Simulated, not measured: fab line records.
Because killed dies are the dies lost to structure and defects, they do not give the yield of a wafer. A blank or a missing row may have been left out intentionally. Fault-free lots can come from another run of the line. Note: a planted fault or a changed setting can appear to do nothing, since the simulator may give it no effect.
Chamber matching | flow nandHarc | 4 sister chambers for NHARC_P_BONDPAD_STRIP_15 on rieDiel-12
The step strips in O2. 20 wafers are shown with their chamber, then 10 later ones without.

## WAFERS, EACH WITH ITS CHAMBER
wafer  | chamber | showerheadPlenumPTorr (Torr) | throttleValvePct (%) | rfVppV (V)
L075.3 | 1       | 3.60                         | 17.037               | 57.9
L075.4 | 2       | 3.73                         | 17.034               | 56.9
L075.5 | 1       | 3.60                         | 17.042               | 58.9
L078.3 | 3       | 3.52                         | 17.029               | 57.5
L078.4 | 2       | 3.73                         | 17.012               | 59.8
L078.6 | 1       | 3.60                         | 17.038               | 56.6
L079.3 | 2       | 3.73                         | 17.043               | 57.5
L079.4 | 1       | 3.60                         | 17.032               | 57.9
L079.5 | 1       | 3.60                         | 17.034               | 57.8
L080.1 | 3       | 3.52                         | 17.019               | 57.6
L080.5 | 0       | 3.50                         | 17.039               | 56.9
L080.6 | 3       | 3.52                         | 17.030               | 58.4
L085.1 | 3       | 3.52                         | 17.027               | 58.8
L085.3 | 2       | 3.73                         | 17.042               | 57.2
L085.4 | 0       | 3.50                         | 17.027               | 58.9
L086.1 | 2       | 3.72                         | 17.047               | 57.8
L086.3 | 1       | 3.60                         | 17.049               | 58.2
L086.4 | 0       | 3.50                         | 17.024               | 56.4
L088.2 | 3       | 3.52                         | 17.039               | 59.6
L088.3 | 2       | 3.72                         | 17.025               | 57.5

SIGNATURES, as means of the wafers listed above
reading               | chamber 0 | chamber 1 | chamber 2 | chamber 3 | scatter within a chamber
showerheadPlenumPTorr | 3.5000    | 3.6000    | 3.7267    | 3.5200    | 0.00289
throttleValvePct      | 17.03000  | 17.03867  | 17.03383  | 17.02880  | 0.00934
rfVppV                | 57.400    | 57.883    | 57.783    | 58.380    | 0.958
Rule: for each reading, subtract the chamber's mean from the wafer's reading, divide by that reading's scatter and square the result; add these up over the readings and take the root, which gives the wafer's distance from the chamber. The wafer belongs to the nearest chamber; if the next one is less than 2 further off, it can't be placed. The scatter: take each reading less its chamber's mean, square it, sum over the shown wafers, divide by the number of wafers less the number of chambers, and take the root.

## WAFERS WITHOUT THEIR CHAMBER
wafer  | showerheadPlenumPTorr (Torr) | throttleValvePct (%) | rfVppV (V)
L088.6 | 3.50                         | 17.038               | 58.3
L095.1 | 3.59                         | 17.036               | 57.9
L095.3 | 3.72                         | 17.018               | 58.3
L095.5 | 3.59                         | 17.035               | 55.1
L096.3 | 3.72                         | 17.040               | 59.1
L096.4 | 3.59                         | 17.044               | 58.2
L096.5 | 3.51                         | 17.033               | 58.5
L097.1 | 3.72                         | 17.028               | 58.4
L097.4 | 3.59                         | 17.027               | 58.4
L097.5 | 3.59                         | 17.041               | 58.8

## EACH ONE'S CHAMBER
wafer  | from the rows above     | in truth
L088.6 | 0                       | 0
L095.1 | 1                       | 1
L095.3 | 2                       | 2
L095.5 | 1                       | 1
L096.3 | 2                       | 2
L096.4 | 1                       | 1
L096.5 | can't be placed: 3 or 0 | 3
L097.1 | 2                       | 2
L097.4 | 1                       | 1
L097.5 | 1                       | 1
Placed correctly: 9 of 10. Not placeable from these rows: 1 (in 1, the candidates include the true chamber). Placed wrongly: 0.
